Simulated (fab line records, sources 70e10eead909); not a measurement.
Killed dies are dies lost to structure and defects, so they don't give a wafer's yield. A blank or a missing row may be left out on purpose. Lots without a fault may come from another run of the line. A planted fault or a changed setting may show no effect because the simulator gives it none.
A struck lot beside a sound one | flow nand_harc | 14 steps out of a route of 1159
Sound: wafers L739.4, L739.5, L739.6. Struck: wafer L736.2. (L736.3 of the same lot was not struck and is left out.) The cause comes at the end.
At each step with rows: each side's tool, then ch and its chambers, then its first start. Under that, the readings that differ: sound wafers | struck wafers | difference of the means | sigmas: that difference in standard deviations of wafers without a fault.
alike: readings whose means differ by less than 2 such deviations, and words and numbers that are the same on both sides. not compared: withheld readings, readings that some wafer has no value for, bounds like >300 that may hide the same value, and numbers for which the record gives no deviation and whose values overlap.
The two part at a step that has a row with sigmas, a row that says differs or no value, or rows on one side only. Numbers that don't overlap but have no deviation are shown without sigmas and don't part them. A reading that every wafer of one side lacks parts them only if that side has two wafers or more.

first, 7 steps without rows for these wafers: NHARC_A_SGD_CUT_COAT_57 (time 65 s); NHARC_A_SGD_CUT_COAT_03 (resist thk 90 nm); NHARC_A_SGD_CUT_SOFTBAKE_04 (time 55 s); NHARC_A_SGD_CUT_EBR_05; NHARC_A_SGD_CUT_EXPOSE_06 (exposes mask SGD); NHARC_A_SGD_CUT_PEB_07 (peb time 65 s); NHARC_A_SGD_CUT_DEVELOP_08 (develop time 35 s).
NHARC_A_SGD_CUT_CD_MEAS_09: target cd 100 nm.
  sound on cd_sem-03 ch 0, day 18 09:14; struck on cd_sem-03 ch 0, day 18 01:16
  alike: cd_nm
NHARC_A_SGD_CUT_OVL_MEAS_10:
  sound on overlay-02, day 18 09:19; struck on overlay-02, day 18 01:22
  alike: overlay_x_nm, overlay_y_nm
NHARC_A_SGD_CUT_INSPECT_11:
  sound on defect_inspect-01, day 18 09:21; struck on defect_inspect-01, day 18 01:24
  alike: raw_defect_count
NHARC_A_SGD_CUT_DESCUM_14: chemistry O2, time 3 s.
  sound on rie_diel-04 ch 2,3, day 18 09:25; struck on rie_diel-06 ch 3, day 18 01:28
  alike: chamber_pressure_mTorr, drypump_motor_current_A, oes_product_au, rf_vpp_V, showerhead_plenum_p_Torr, throttle_valve_pct
  not compared: rf_hours_counter_h
NHARC_A_SGD_CUT_ETCH_58: etches the open film in CF4, target depth 39 nm, time 65 s.
  sound on rie_diel-04 ch 0,1,3, day 18 09:31; struck on rie_diel-06 ch 1, day 18 01:33
  reading                        | sound             | struck | difference | sigmas
  chamber_pressure_mTorr (mTorr) | 49.99 50.06 50.00 | 49.91  | -0.11      | -2
  alike: drypump_motor_current_A, oes_product_au, rf_vpp_V, showerhead_plenum_p_Torr, throttle_valve_pct
  not compared: over_etch_frac, rf_hours_counter_h
NHARC_A_SGD_CUT_ETCH_59: etches the open film in N2/H2, target depth 260 nm, time 406.25 s.
  sound on rie_diel-04 ch 0,2,3, day 18 09:39; struck on rie_diel-06 ch 2, day 18 01:41
  reading        | sound          | struck  | difference | sigmas
  over_etch_frac | 0.25 0.25 0.25 | 0.50138 | +0.25138   |
  alike: chamber_pressure_mTorr, drypump_motor_current_A, oes_product_au, rf_vpp_V, showerhead_plenum_p_Torr, throttle_valve_pct
  not compared: rf_hours_counter_h
NHARC_A_SGD_CUT_ETCH_15: etches the open film in CH3F/O2, target depth 75 nm, time 64.3 s.
  sound on rie_diel-04 ch 0,1,2; struck on rie_diel-06 ch 1
  reading                        | sound                | struck | difference | sigmas
  chamber_pressure_mTorr (mTorr) | 24.996 24.978 24.949 | 25.019 | +0.045     | +2
  alike: drypump_motor_current_A, oes_product_au, rf_vpp_V, showerhead_plenum_p_Torr, throttle_valve_pct
  not compared: rf_hours_counter_h

WHERE THEY PART
First at NHARC_A_SGD_CUT_ETCH_58; last, within this record, at NHARC_A_SGD_CUT_ETCH_15.

WHY: what the simulator had put in
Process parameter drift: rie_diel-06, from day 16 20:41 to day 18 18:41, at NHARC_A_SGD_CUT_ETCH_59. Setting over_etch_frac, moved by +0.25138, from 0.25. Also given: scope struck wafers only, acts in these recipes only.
